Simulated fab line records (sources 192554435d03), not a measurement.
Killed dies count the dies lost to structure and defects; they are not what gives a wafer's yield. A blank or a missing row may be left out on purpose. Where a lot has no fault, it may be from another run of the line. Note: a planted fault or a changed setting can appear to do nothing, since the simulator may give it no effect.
Split-lot trial + flow n5_finfet + 21 wafers read from 7 lots, route of 1938 steps

## ON THE SPLIT
At N5_BEOL_M7_VIA_ETCH_34 (etches SiCOH lowk in C4F6/O2, target depth 125.5 nm, time 50.5 s), the setting source_w was moved away from the recipe's 345 W on 6 of the 21 wafers read, by -15.5% to +17.7%. All remaining wafers had this setting at the recipe value.

The reading comes from the split's own step.

## THE READING
rf_vpp_V, in V, at N5_BEOL_M7_VIA_ETCH_34 (etches SiCOH lowk in C4F6/O2, target depth 125.5 nm, time 50.5 s). On this fab line, fault-free wafers typically give 667 V with a standard deviation of 7.2 V.

| wafer  | tool, chamber at the split | source_w as run, W | against the recipe | rf_vpp_V, V | against lot-mates on the recipe |
|--------|----------------------------|--------------------|--------------------|-------------|---------------------------------|
| L074.2 | rie_diel-05, 0             | 345                | recipe             | 671         | -                               |
| L074.4 | rie_diel-05, 3             | 345                | recipe             | 664         | -                               |
| L074.5 | rie_diel-05, 3             | 406.1              | +17.7%             | 613         | -54                             |
| L077.2 | rie_diel-04, 2             | 345                | recipe             | 670         | -                               |
| L077.4 | rie_diel-04, 0             | 368.5              | +6.8%              | 647         | -23                             |
| L077.6 | rie_diel-04, 0             | 345                | recipe             | 670         | -                               |
| L076.1 | rie_diel-05, 1             | 345                | recipe             | 673         | -                               |
| L076.2 | rie_diel-05, 3             | 345                | recipe             | 664         | -                               |
| L076.6 | rie_diel-05, 0             | 345                | recipe             | 672         | -                               |
| L082.2 | rie_diel-04, 2             | 296.7              | -14.0%             | 724         | +67                             |
| L082.3 | rie_diel-04, 3             | 345                | recipe             | 657         | -                               |
| L082.4 | rie_diel-04, 1             | 296.7              | -14.0%             | 707         | +50                             |
| L083.1 | rie_diel-05, 2             | 291.4              | -15.5%             | 726         | +61                             |
| L083.3 | rie_diel-05, 3             | 345                | recipe             | 665         | -                               |
| L083.4 | rie_diel-05, 1             | 291.4              | -15.5%             | 732         | +67                             |
| L090.1 | rie_diel-04, 2             | 345                | recipe             | 670         | -                               |
| L090.2 | rie_diel-04, 3             | 345                | recipe             | 657         | -                               |
| L090.6 | rie_diel-04, 1             | 345                | recipe             | 654         | -                               |
| L095.1 | rie_diel-06, 3             | 345                | recipe             | 668         | -                               |
| L095.4 | rie_diel-06, 0             | 345                | recipe             | 681         | -                               |
| L095.6 | rie_diel-06, 0             | 345                | recipe             | 682         | -                               |

THE FIT
A straight line over all 21 wafers: rf_vpp_V changes by -3.49 V for each +1% of source_w; r = -0.96; the points scatter about the line by 8 V.
The same after taking each lot's own level away (the mean of its wafers on the recipe; 21 wafers): -3.8 V for each +1%; r = -0.98; scatter 6.1 V.
Per that fit: largest source_w move, reading shift of 67 V.
From 657.0 to 677.0 V: that is the span of the lots' own levels, equal to 2.8 times the standard deviation above.
The two slopes agree, so the slope changes little with the lot-to-lot level.
Check: with one of the wafers moved furthest among these (+17.7%) left out of the fit, the line predicts -71.9 V for it against its lot-mates. It came out at -54.5 V against them.
Tool readings at the split's step, against how far the setting was moved: rf_vpp_V r = -0.96.

## OTHER SPLITS APPLIED TO THESE WAFERS
Other splits were also applied to these wafers ahead of the reading. Each is held against what the fit with the lots' levels taken away leaves over:
| other split on the same wafers | wafers away from the commonest value | r with rf_vpp_V (lot level and that fit taken away) |
|--------------------------------|--------------------------------------|-----------------------------------------------------|
| N5_BEOL_M6_ETCH_61 bias_w      | 6                                    | +0.03                                               |
| N5_BEOL_M7_ETCH_66 time_s      | 9                                    | +0.30                                               |

## THE WHOLE CHAIN: every reading that the file lists as answering this split, in the file's order
| step                   | what it does                                                     | reading                                                        | change (the file's fit)               | r (the file's) |
|------------------------|------------------------------------------------------------------|----------------------------------------------------------------|---------------------------------------|----------------|
| N5_BEOL_M7_VIA_ETCH_34 | etches SiCOH lowk in C4F6/O2, target depth 125.5 nm, time 50.5 s | rf_vpp_V                                                       | -3.68 V for each +1% of the setting   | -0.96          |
| N5_BEOL_M7_VIA_ETCH_34 | etches SiCOH lowk in C4F6/O2, target depth 125.5 nm, time 50.5 s | etch.depth_nm (the simulator's own value, which no gauge read) | +0.531 nm for each +1% of the setting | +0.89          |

## THE FILE'S OWN FIT
rf_vpp_V changes by -3.68 V for each +1% of source_w, r = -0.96.
